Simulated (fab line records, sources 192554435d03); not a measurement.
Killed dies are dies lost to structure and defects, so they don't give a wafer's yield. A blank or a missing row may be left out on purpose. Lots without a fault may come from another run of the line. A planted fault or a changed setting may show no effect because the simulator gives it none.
Problem report in the 8D (eight disciplines) form, filled by code | flow n5_finfet | the parts of the form that need people (team, actions taken, sign-off) are left out

1. THE PROBLEM
sort_bin_4_leakage at N5_PASSIVATION_PROBE_49 reads a mean of 89.45 % on 9 wafers of 3 lots; wafers without a fault read 0.00 % with a standard deviation of 0.017. That is +99 or more standard deviations from the usual mean.
First seen on wafer L523.1, day 17 22:33, on prober-01. The record holds 30 wafers of 10 lots with a number at this step. Rule for "out", or "out of limits": more than 4 standard deviations from the usual mean. The other wafers with a number count as sound.

2. WHAT IT IS AND WHAT IT IS NOT
question                    | is                                                                                                                 | is not
which readings at this step | sort_bin_4_leakage, defect_limited_yield, killed_at_M4_up, killed_dies, killed_on_rim, sort_n_pass, sort_yield_pct | killed_at_M0_to_M3, killed_open, sort_bin_8_speed
which lots                  | L523, L526, L530                                                                                                   | L519, L522, L525, L527, L532, L535, L540
which wafers of those lots  | all that have a number                                                                                             | -
read on which tools         | prober-01                                                                                                          | prober-02
when                        | from day 17 22:33                                                                                                  | up to then (12 sound wafers); but 9 sound wafers of L532, L535, L540 came after

3. SUSPECTS, AND WHAT RULES EACH OUT
Counting: a tool at a process step up to the reading stays a suspect if it ran every lot that is out and no sound lot after the first of them.
- ald_metal-04 at N5_BEOL_M4_ALD_84 (deposits TaN, pulse time 2 s, purge time 3 s, co reactant purge time 2 s): ruled out as a lasting fault. Sound lots L532, L535, L540 ran on it after its first lot that is out, L523 (day 13 07:10).
- prober-01 at N5_PASSIVATION_PROBE_49: ruled out as a lasting fault. Sound lots L540 ran on it after its first lot that is out, L523 (day 17 22:33).
Left after counting: nothing in the record.

4. THE CAUSE (what the simulator had put in)
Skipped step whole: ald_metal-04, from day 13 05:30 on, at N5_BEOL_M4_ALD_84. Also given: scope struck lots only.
Counting ruled it out, wrongly: the rule takes a fault to strike every lot that its tool runs from its start on, and this one did not.

5. THE CHAIN OF EFFECTS, in route order
Each row: a reading whose mean over the struck wafers that have a number lies more than 3 standard deviations from the usual. Only readings for which the record gives a usual standard deviation are gone through. hours: the time from each lot's start at the first step in this table that gives one to its start at this step, as a median over the lots. sigmas: the change in usual standard deviations.
hours | step                    | reading              | usual  | on struck wafers | change | sigmas
0     | N5_PASSIVATION_PROBE_49 | defect_limited_yield | 91.2 % | 0.0              | -91.2  | -57
0     | N5_PASSIVATION_PROBE_49 | killed_at_M4_up      | 14     | 1069             | +1055  | +99 or more
0     | N5_PASSIVATION_PROBE_49 | killed_dies          | 104    | 1180             | +1076  | +57
0     | N5_PASSIVATION_PROBE_49 | killed_on_rim        | 13     | 152              | +139   | +33
0     | N5_PASSIVATION_PROBE_49 | sort_bin_4_leakage   | 0.00 % | 89.45            | +89.45 | +99 or more
0     | N5_PASSIVATION_PROBE_49 | sort_n_pass          | 1076   | 0                | -1076  | -57
0     | N5_PASSIVATION_PROBE_49 | sort_yield_pct       | 91.2 % | 0.0              | -91.2  | -57
The process steps in it:
- N5_PASSIVATION_PROBE_49
Readings that are blank on the struck wafers while sound wafers have them: chamber_pressure_Torr at N5_BEOL_M4_ALD_84; heater_power_w at N5_BEOL_M4_ALD_84; mfc_carrier_sccm at N5_BEOL_M4_ALD_84.

6. WHAT WOULD HAVE CAUGHT IT SOONER
In this record the first reading out of limits was taken at day 17 22:33, 113 hours after the fault began at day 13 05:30.
At N5_BEOL_M4_ALD_84 the tool's readings are blank on the struck wafers, where sound wafers have them: an empty tool record is the first sign, and it was there at once.
